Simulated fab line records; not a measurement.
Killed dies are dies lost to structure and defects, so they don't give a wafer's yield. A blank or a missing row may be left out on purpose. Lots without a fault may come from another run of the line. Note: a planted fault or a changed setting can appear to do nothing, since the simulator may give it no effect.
What tool caused it?	flow nand harc	23 lots, 69 wafers sampled, at 6 steps of a route of 1302

## WHAT THE GAUGES READ, wafer by wafer
Not one reading of a measure or inspect step in the record can be checked against a usual standard deviation.

## WHAT TOOL EACH LOT RAN ON (gives the tool, then ch and the chambers of the sampled wafers, and finally the start)
lot	NHARC_A_STAIRCASE_DEP_151	NHARC_A_STAIRCASE_STRIP_475	NHARC_A_SGD_CUT_ETCH_59	NHARC_A_SGD_CUT_STRIP_17	NHARC_A_WL_FILL_ETCHBACK_04	NHARC_A_WL_FILL_ETCHBACK_26
L074	pecvd-02 ch 0,1, day 17 14:48	rie diel-04 ch 2,3, day 20 05:08 or earlier	rie diel-02 ch 0,1,2, day 20 05:08 or earlier	rie diel-02 ch 0,3, day 20 05:08 or earlier	rie metal-03 ch 0,1, day 20 05:08	rie si-05 ch 0,1,3, day 20 21:28
L075	pecvd-03 ch 0,2, day 18 05:59	rie diel-04 ch 0,2,3, day 20 21:27 or earlier	rie diel-05 ch 0,1, day 20 21:27 or earlier	rie diel-05 ch 0,1,3, day 20 21:27 or earlier	rie metal-02 ch 0,1, day 20 21:27	rie si-06 ch 0,1,2, day 21 10:55
L076	pecvd-04 ch 1,2, day 18 05:59	rie diel-04 ch 0,2,3, day 19 15:04	rie diel-02 ch 1,3, day 20 19:04 or earlier	rie diel-02 ch 1,2,3, day 20 19:04 or earlier	rie metal-03 ch 0, day 20 19:04	rie si-04 ch 2,3, day 21 10:52
L077	pecvd-02 ch 0,1,2, day 18 16:58	rie diel-04 ch 2,3, day 20 01:32	rie diel-01 ch 0,1,3, day 21 08:26 or earlier	rie diel-01 ch 1,2,3, day 21 08:26 or earlier	rie metal-02 ch 0,1, day 21 08:26	rie si-05 ch 1,2, day 21 23:53
L078	pecvd-04 ch 0,1, day 19 05:02	rie diel-12 ch 0,1, day 22 00:31 or earlier	rie diel-02 ch 0,2,3, day 22 00:31 or earlier	rie diel-02 ch 1,2,3, day 22 00:31 or earlier	rie metal-01 ch 0,1, day 22 00:31	rie si-06 ch 1,3, day 22 15:50
L079	pecvd-02 ch 1,2, day 19 05:08	rie diel-11 ch 0,3, day 22 00:35 or earlier	rie diel-01 ch 0,3, day 22 00:35 or earlier	rie diel-01 ch 0,1,3, day 22 00:35 or earlier	rie metal-03 ch 1, day 22 00:35	rie si-05 ch 0,1,3, day 22 15:52
L080	pecvd-04 ch 0,1,2, day 20 08:36	rie diel-12 ch 0,2,3, day 22 23:29 or earlier	rie diel-05 ch 0,1,2, day 22 23:29 or earlier	rie diel-05 ch 0,1,3, day 22 23:29 or earlier	rie metal-02 ch 0,1, day 22 23:29	rie si-04 ch 0,1,3, day 23 18:19
L081	pecvd-03 ch 0,1,2, day 20 18:22	rie diel-11 ch 0,2,3, day 23 11:05 or earlier	rie diel-02 ch 0,3, day 23 11:05 or earlier	rie diel-02 ch 1,2, day 23 11:05 or earlier	rie metal-02 ch 0,1, day 23 11:05	rie si-05 ch 0,1,2, day 24 04:41
L082	pecvd-02 ch 0,2, day 20 23:42	rie diel-04 ch 0,2, day 23 19:20 or earlier	rie diel-01 ch 0,2,3, day 23 19:20 or earlier	rie diel-01 ch 2,3, day 23 19:20 or earlier	rie metal-03 ch 0,1, day 23 19:20	rie si-06 ch 0,1,3, day 24 17:14
L083	pecvd-03 ch 0,2, day 21 03:10	rie diel-04 ch 1,2,3, day 23 15:30 or earlier	rie diel-02 ch 1,2,3, day 23 15:30 or earlier	rie diel-02 ch 0,3, day 23 15:30 or earlier	rie metal-01 ch 0,1, day 23 15:30	rie si-04 ch 0,3, day 24 04:40
L084	pecvd-02 ch 1,2, day 21 18:48	rie diel-04 ch 1,2,3, day 24 05:55 or earlier	rie diel-01 ch 0,1,2, day 24 05:55 or earlier	rie diel-01 ch 1,2,3, day 24 05:55 or earlier	rie metal-02 ch 0,1, day 24 05:55	rie si-04 ch 1,2,3, day 24 17:14
L086	pecvd-04 ch 0,2, day 21 18:53	rie diel-04 ch 0,2,3, day 24 06:15 or earlier	rie diel-05 ch 2,3, day 24 06:15 or earlier	rie diel-05 ch 2,3, day 24 06:15 or earlier	rie metal-01 ch 1, day 24 06:15	rie si-05 ch 0,1,2, day 24 20:14
L085	pecvd-03 ch 0,1,2, day 21 18:55	rie diel-04 ch 0,2,3, day 24 03:43 or earlier	rie diel-02 ch 0,2,3, day 24 03:43 or earlier	rie diel-02 ch 1,2,3, day 24 03:43 or earlier	rie metal-03 ch 0,1, day 24 03:43	rie si-05 ch 0,1,2, day 24 17:15
L087	pecvd-03 ch 0,1,2, day 23 07:53	rie diel-12 ch 0,2,3, day 26 10:46 or earlier	rie diel-05 ch 0,1,3, day 26 10:46 or earlier	rie diel-05 ch 0,1,2, day 26 10:46 or earlier	rie metal-01 ch 0,1, day 26 10:46	rie si-04 ch 0,2,3, day 27 04:07
L089	pecvd-04 ch 0,2, day 23 11:58	rie diel-12 ch 0,1, day 26 08:09 or earlier	rie diel-01 ch 0,2,3, day 26 08:09 or earlier	rie diel-01 ch 0,3, day 26 08:09 or earlier	rie metal-03 ch 0,1, day 26 08:09	rie si-05 ch 2,3, day 27 04:07
L088	pecvd-02 ch 0,1,2, day 24 07:19	rie diel-11 ch 0,1,3, day 26 23:07 or earlier	rie diel-02 ch 0,2,3, day 26 23:07 or earlier	rie diel-02 ch 0,1,3, day 26 23:07 or earlier	rie metal-03 ch 0,1, day 26 23:07	rie si-04 ch 1,2,3, day 27 14:23
L090	pecvd-02 ch 0,1,2, day 24 12:07	rie diel-04 ch 0,1, day 26 22:58 or earlier	rie diel-01 ch 0,2,3, day 26 22:58 or earlier	rie diel-01 ch 2,3, day 26 22:58 or earlier	rie metal-01 ch 0,1, day 26 22:58	rie si-06 ch 0,2,3, day 27 14:25
L091	pecvd-02 ch 0,2, day 24 21:06	rie diel-04 ch 1,3, day 27 11:37 or earlier	rie diel-02 ch 0,2, day 27 11:37 or earlier	rie diel-02 ch 0,1,3, day 27 11:37 or earlier	rie metal-03 ch 1, day 27 11:37	rie si-06 ch 1,2,3, day 28 03:13
L093	pecvd-03 ch 0,1,2, day 24 21:12	rie diel-11 ch 1,2,3, day 27 11:57 or earlier	rie diel-01 ch 0,2,3, day 27 11:57 or earlier	rie diel-01 ch 1,2, day 27 11:57 or earlier	rie metal-01 ch 0,1, day 27 11:57	rie si-05 ch 2,3, day 28 03:13
L092	pecvd-04 ch 0,2, day 25 10:51	rie diel-04 ch 1,3, day 26 23:30	rie diel-02 ch 1,2, day 28 05:09 or earlier	rie diel-02 ch 1,3, day 28 05:09 or earlier	rie metal-03 ch 0,1, day 28 05:09	rie si-05 ch 0,1,3, day 28 20:26
L095	pecvd-02 ch 0,1,2, day 26 03:09	rie diel-04 ch 0,1, day 28 20:11 or earlier	rie diel-02 ch 0,1, day 28 20:11 or earlier	rie diel-02 ch 0,1,3, day 28 20:11 or earlier	rie metal-03 ch 0,1, day 28 20:11	rie si-05 ch 0,1, day 29 16:29
L097	pecvd-03 ch 0,2, day 27 02:26	rie diel-04 ch 1,2, day 29 20:13 or earlier	rie diel-01 ch 0,1, day 29 20:13 or earlier	rie diel-01 ch 1,3, day 29 20:13 or earlier	rie metal-03 ch 0,1, day 29 20:13	rie si-06 ch 2,3, day 30 12:37
L096	pecvd-02 ch 0,1, day 28 12:59	rie diel-11 ch 0,2, day 31 05:04 or earlier	rie diel-02 ch 0,1,2, day 31 05:04 or earlier	rie diel-02 ch 2,3, day 31 05:04 or earlier	rie metal-03 ch 0,1, day 31 05:04	rie si-06 ch 0,1,2, day 31 23:51
- NHARC_A_STAIRCASE_DEP_151: deposits SiO2, target thk 7200 nm.
- NHARC_A_STAIRCASE_STRIP_475: strips in O2, time 20 s.
- NHARC_A_SGD_CUT_ETCH_59: etches the open film in N2/H2, target depth 260 nm, time 406.25 s.
- NHARC_A_SGD_CUT_STRIP_17: strips in O2.
- NHARC_A_WL_FILL_ETCHBACK_04: etches the open film in NF3, target depth 60 nm, time 120 s.
- NHARC_A_WL_FILL_ETCHBACK_26: etches the open film in HBr, target depth 52 nm, time 13.3 s.

## WHAT THE TOOLS THEMSELVES READ (means of the sampled wafers that have a number; where no wafer has one, the mark that the record gives instead)
NHARC_A_STAIRCASE_DEP_151. Usual: heater power w reads 686 W (standard deviation 130).
lot	tool	heater power w (W)	flag
L074	pecvd-02	751	
L075	pecvd-03	833	
L076	pecvd-04	688	
L077	pecvd-02	655	
L078	pecvd-04	590	
L079	pecvd-02	630	
L080	pecvd-04	685	
L081	pecvd-03	773	
L082	pecvd-02	671	
L083	pecvd-03	804	
L084	pecvd-02	626	
L086	pecvd-04	591	
L085	pecvd-03	733	
L087	pecvd-03	814	
L089	pecvd-04	675	
L088	pecvd-02	761	
L090	pecvd-02	652	
L091	pecvd-02	735	
L093	pecvd-03	672	
L092	pecvd-04	668	
L095	pecvd-02	689	
L097	pecvd-03	777	
L096	pecvd-02	790	

NHARC_A_STAIRCASE_STRIP_475. Usual: drypump motor current A 5.9 A, standard deviation 0.5; oes product au 0.998 a.u., standard deviation 0.0078; rf vpp V 57.9 V, standard deviation 0.87; showerhead plenum p Torr 3.56 Torr, standard deviation 0.14; throttle valve pct 17.037 %, standard deviation 0.0098.
lot	tool	drypump motor current A (A)	oes product au (a.u.)	rf vpp V (V)	showerhead plenum p Torr (Torr)	throttle valve pct (%)	flag
L074	rie diel-04	6.1	1.000	57.9	3.69	17.038	
L075	rie diel-04	5.8	0.991	57.6	3.58	17.034	
L076	rie diel-04	5.8	1.002	57.4	3.58	17.036	
L077	rie diel-04	6.1	1.000	57.9	3.65	17.041	
L078	rie diel-12	5.2	1.003	58.6	3.48	17.035	
L079	rie diel-11	5.5	0.994	58.3	3.53	17.031	
L080	rie diel-12	5.5	0.991	57.7	3.49	17.029	
L081	rie diel-11	5.8	0.999	58.3	3.57	17.035	
L082	rie diel-04	5.9	0.998	57.0	3.53	17.043	
L083	rie diel-04	6.3	0.995	57.6	3.53	17.039	
L084	rie diel-04	6.3	1.000	57.6	3.53	17.036	
L086	rie diel-04	5.8	0.998	58.6	3.56	17.030	
L085	rie diel-04	5.8	0.990	58.4	3.56	17.043	
L087	rie diel-12	5.5	0.992	58.1	3.47	17.028	
L089	rie diel-12	5.2	1.001	58.3	3.47	17.029	
L088	rie diel-11	5.8	1.003	58.0	3.56	17.039	
L090	rie diel-04	6.2	0.993	58.1	3.66	17.033	
L091	rie diel-04	6.4	1.001	58.4	3.77	17.043	
L093	rie diel-11	5.8	1.008	58.1	3.56	17.042	
L092	rie diel-04	6.2	0.997	57.8	3.73	17.039	
L095	rie diel-04	5.7	0.996	56.8	3.51	17.035	
L097	rie diel-04	6.5	0.995	57.9	3.71	17.037	
L096	rie diel-11	6.2	1.011	58.5	3.57	17.040	

NHARC_A_SGD_CUT_ETCH_59. Usual: drypump motor current A 5.88 A, standard deviation 0.28; oes product au 1.001 a.u., standard deviation 0.0075; rf vpp V 430.4 V, standard deviation 2.1; showerhead plenum p Torr 2.04 Torr, standard deviation 0.068; throttle valve pct 14.171 %, standard deviation 0.0089.
lot	tool	drypump motor current A (A)	oes product au (a.u.)	rf vpp V (V)	showerhead plenum p Torr (Torr)	throttle valve pct (%)	flag
L074	rie diel-02	5.73	1.010	429.8	2.01	14.173	
L075	rie diel-05	6.05	0.982	429.2	2.01	14.176	
L076	rie diel-02	5.75	0.999	429.8	2.04	14.175	
L077	rie diel-01	5.94	1.007	429.5	2.01	14.178	
L078	rie diel-02	5.75	1.005	431.6	2.06	14.179	
L079	rie diel-01	6.11	1.007	429.9	2.04	14.162	
L080	rie diel-05	6.03	0.995	430.0	2.02	14.178	
L081	rie diel-02	5.70	1.011	430.4	2.07	14.169	
L082	rie diel-01	6.11	1.003	431.4	2.07	14.165	
L083	rie diel-02	5.82	0.994	429.8	2.02	14.176	
L084	rie diel-01	5.95	1.005	431.1	2.04	14.171	
L086	rie diel-05	5.52	0.994	429.2	2.00	14.170	
L085	rie diel-02	5.74	1.004	431.3	2.06	14.171	
L087	rie diel-05	5.72	0.989	430.1	2.04	14.171	
L089	rie diel-01	6.09	0.995	431.3	2.07	14.177	
L088	rie diel-02	5.74	0.998	431.3	2.06	14.170	
L090	rie diel-01	6.09	1.011	431.7	2.07	14.170	
L091	rie diel-02	5.81	0.995	431.5	2.05	14.173	
L093	rie diel-01	6.11	0.999	431.2	2.07	14.167	
L092	rie diel-02	5.90	0.999	429.9	2.01	14.175	
L095	rie diel-02	5.58	1.004	430.3	2.00	14.172	
L097	rie diel-01	5.80	1.001	428.1	1.98	14.173	
L096	rie diel-02	5.72	1.006	429.3	2.00	14.168	

NHARC_A_SGD_CUT_STRIP_17. Usual: drypump motor current A 5.88 A, standard deviation 0.3; oes product au 1.000 a.u., standard deviation 0.007; rf vpp V 57.7 V, standard deviation 0.88; showerhead plenum p Torr 3.52 Torr, standard deviation 0.1; throttle valve pct 17.037 %, standard deviation 0.0094.
lot	tool	drypump motor current A (A)	oes product au (a.u.)	rf vpp V (V)	showerhead plenum p Torr (Torr)	throttle valve pct (%)	flag
L074	rie diel-02	5.71	1.008	57.6	3.58	17.032	
L075	rie diel-05	5.72	1.000	57.3	3.52	17.041	
L076	rie diel-02	5.81	1.007	57.3	3.50	17.029	
L077	rie diel-01	6.14	1.000	58.5	3.52	17.031	
L078	rie diel-02	5.82	1.003	58.7	3.50	17.040	
L079	rie diel-01	5.94	1.003	57.3	3.48	17.038	
L080	rie diel-05	5.72	0.990	57.7	3.52	17.030	
L081	rie diel-02	5.79	1.010	57.2	3.42	17.041	
L082	rie diel-01	6.29	0.995	57.2	3.57	17.033	
L083	rie diel-02	5.61	1.001	58.0	3.56	17.039	
L084	rie diel-01	6.14	1.002	58.3	3.52	17.032	
L086	rie diel-05	5.82	0.999	57.7	3.44	17.030	
L085	rie diel-02	5.82	1.000	57.4	3.50	17.036	
L087	rie diel-05	6.04	1.000	57.3	3.49	17.022	
L089	rie diel-01	6.12	1.004	57.7	3.52	17.043	
L088	rie diel-02	5.68	1.012	58.1	3.50	17.039	
L090	rie diel-01	6.30	1.001	58.2	3.61	17.035	
L091	rie diel-02	5.68	0.993	58.6	3.49	17.043	
L093	rie diel-01	6.00	0.992	56.9	3.48	17.035	
L092	rie diel-02	5.77	1.009	57.8	3.51	17.033	
L095	rie diel-02	5.68	1.001	58.2	3.49	17.039	
L097	rie diel-01	5.99	0.996	58.4	3.42	17.028	
L096	rie diel-02	5.90	1.006	58.2	3.56	17.026	

NHARC_A_WL_FILL_ETCHBACK_04. Usual: drypump motor current A 5.5 A, standard deviation 0.41; oes product au 1.000 a.u., standard deviation 0.0075.
lot	tool	drypump motor current A (A)	oes product au (a.u.)	flag
L074	rie metal-03	5.5	1.002	
L075	rie metal-02	5.8	1.001	
L076	rie metal-03	5.8	0.997	
L077	rie metal-02	5.7	0.994	
L078	rie metal-01	4.8	1.003	
L079	rie metal-03	5.5	1.003	
L080	rie metal-02	5.7	1.000	
L081	rie metal-02	5.8	1.003	
L082	rie metal-03	5.6	1.009	
L083	rie metal-01	4.8	1.001	
L084	rie metal-02	5.9	1.007	
L086	rie metal-01	4.7	1.000	
L085	rie metal-03	5.6	0.999	
L087	rie metal-01	4.8	0.996	
L089	rie metal-03	5.6	1.011	
L088	rie metal-03	5.6	0.995	
L090	rie metal-01	4.9	0.994	
L091	rie metal-03	5.5	0.994	
L093	rie metal-01	4.8	0.995	
L092	rie metal-03	5.7	0.997	
L095	rie metal-03	5.6	1.002	
L097	rie metal-03	5.7	0.996	
L096	rie metal-03	5.6	1.002	

NHARC_A_WL_FILL_ETCHBACK_26. Usual: drypump motor current A 5.9 A, standard deviation 0.53; hbr flow sccm 150.0 sccm, standard deviation 0.47; oes product au 1.003 a.u., standard deviation 0.0074; throttle valve pct 23.266 %, standard deviation 0.0093.
lot	tool	drypump motor current A (A)	hbr flow sccm (sccm)	oes product au (a.u.)	throttle valve pct (%)	flag
L074	rie si-05	6.1	150.1	0.996	23.267	
L075	rie si-06	5.8	149.8	0.998	23.270	
L076	rie si-04	6.6	150.3	0.994	23.273	
L077	rie si-05	5.8	150.1	1.000	23.273	
L078	rie si-06	5.6	149.9	1.009	23.277	
L079	rie si-05	6.0	150.2	0.997	23.263	
L080	rie si-04	5.8	150.1	1.001	23.262	
L081	rie si-05	5.8	149.9	1.006	23.251	
L082	rie si-06	5.8	150.1	1.008	23.272	
L083	rie si-04	5.3	150.5	1.008	23.266	
L084	rie si-04	6.3	149.7	1.003	23.270	
L086	rie si-05	5.8	150.0	0.998	23.268	
L085	rie si-05	5.8	150.5	1.002	23.262	
L087	rie si-04	5.9	149.9	0.997	23.258	
L089	rie si-05	6.2	150.1	1.000	23.258	
L088	rie si-04	6.3	149.9	0.994	23.269	
L090	rie si-06	6.1	149.7	1.005	23.270	
L091	rie si-06	5.7	149.3	1.004	23.256	
L093	rie si-05	6.3	149.5	1.008	23.273	
L092	rie si-05	6.0	150.2	1.012	23.270	
L095	rie si-05	5.6	150.1	1.006	23.259	
L097	rie si-06	5.9	149.4	1.004	23.266	
L096	rie si-06	5.8	149.8	1.001	23.266	

## THE ANSWER, worked out from the rows above alone
Rule: a lot is off if the mean of its wafers that have a number lies more than 3 standard deviations from the usual mean. A lot without any number at a reading at which 4 lots or more have one is off too. The other lots that the step has rows for count as sound. After the gauges, taken in route order, come the tools' own readings; for these a lot's mean is taken, as printed above. At the first step where some lot is off, the reading lying furthest off is the one used; lots without a number count as furthest.
Nothing can be told from this: no lot is off at any reading shown.

## WHAT THE SIMULATOR HAD INSERTED
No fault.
